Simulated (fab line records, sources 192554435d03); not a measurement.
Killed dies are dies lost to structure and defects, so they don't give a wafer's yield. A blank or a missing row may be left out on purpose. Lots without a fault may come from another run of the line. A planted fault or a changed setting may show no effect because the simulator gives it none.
One fault seen from 2 desks | flow n5_finfet | each desk has only its own numbers; what lay behind them comes last

THE METROLOGY DESK
What the gauges read, lot by lot, whatever tool the lot ran on: means of the sampled wafers that have a number. A lot is out of limits, marked OUT, if its mean lies more than 4 standard deviations from the usual mean; the brackets give that distance. Of its 11 readings 7 are shown: those that lie furthest out on some lot.
Columns: A = M2_THK at N5_BEOL_M2_THK_MEAS_53, usual 39.1 nm; B = IOFF_P at N5_BEOL_M4_RC_MEAS_101, usual 0.21 nA/um; C = ION_P at N5_BEOL_M4_RC_MEAS_101, usual 460 uA/um; D = SS_N at N5_BEOL_M4_RC_MEAS_101, usual 71.4 mV/dec; E = SS_P at N5_BEOL_M4_RC_MEAS_101, usual 73.4 mV/dec; F = VT_N at N5_BEOL_M4_RC_MEAS_101, usual 249 mV; G = VT_P at N5_BEOL_M4_RC_MEAS_101, usual -252 mV
lot  | first seen here | A    | B    | C   | D    | E    | F   | G
L298 | day 6 23:58     | 38.5 | 0.21 | 464 | 71.3 | 73.5 | 246 | -251
L311 | day 10 10:26    | 36.8 | 0.17 | 452 | 71.3 | 72.8 | 251 | -256
L312 | day 10 12:40    | 39.6 | 0.20 | 456 | 72.1 | 73.5 | 248 | -252
L316 | day 11 05:04    | 40.0 | 0.18 | 451 | 71.1 | 73.8 | 251 | -255
L318 | day 12 03:25    | 41.4 | 0.19 | 459 | 71.9 | 72.7 | 252 | -254
L321 | day 12 17:26    | 39.7 | 0.20 | 463 | 70.9 | 72.7 | 249 | -252
This desk's finding: nothing out of limits on any of the 6 lots.

THE TOOL OWNER'S DESK: cvd_co-02
The tool's own readings at N5_BEOL_M2_CO_CAP_55 (material Co, precursor CCTBA/H2, target thk 2 nm, time 102.1 s): means of the sampled wafers that have a number, for each lot that ran on this tool. A lot is out of limits, marked OUT, if its mean lies more than 4 standard deviations from the usual mean; the brackets give that distance.
Columns: A = heater_power_w at N5_BEOL_M2_CO_CAP_55, usual 229 W; B = run_length_s at N5_BEOL_M2_CO_CAP_55, usual 124.6 s
lot  | first seen here | A   | B
L298 | day 7 00:02     | 225 | 124.4
L311 | day 10 10:31    | 233 | 113.5 (-27) OUT
L312 | day 10 12:45    | 236 | 102.9 (-53) OUT
This desk's finding: out of limits on L311, L312; first on L311, day 10 10:31 (run_length_s at N5_BEOL_M2_CO_CAP_55). In limits: L298.

PUT TOGETHER
The tool owner's desk could have raised an alarm at day 10 10:31, on L311, L312.
The metrology desk saw nothing out of limits.
The metrology desk has L311, L312 on record, within its limits.
Of the lots named, all ran N5_BEOL_M2_CO_CAP_55 on cvd_co-02.

WHAT THE SIMULATOR HAD PUT IN
Process parameter drift: cvd_co-02, from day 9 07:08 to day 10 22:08, at N5_BEOL_M2_CO_CAP_55. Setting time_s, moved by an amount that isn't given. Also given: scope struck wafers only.
Lots struck among those shown: L311, L312.
Hours from the fault's start to each desk's first reading out of limits: the tool owner's desk, 27.
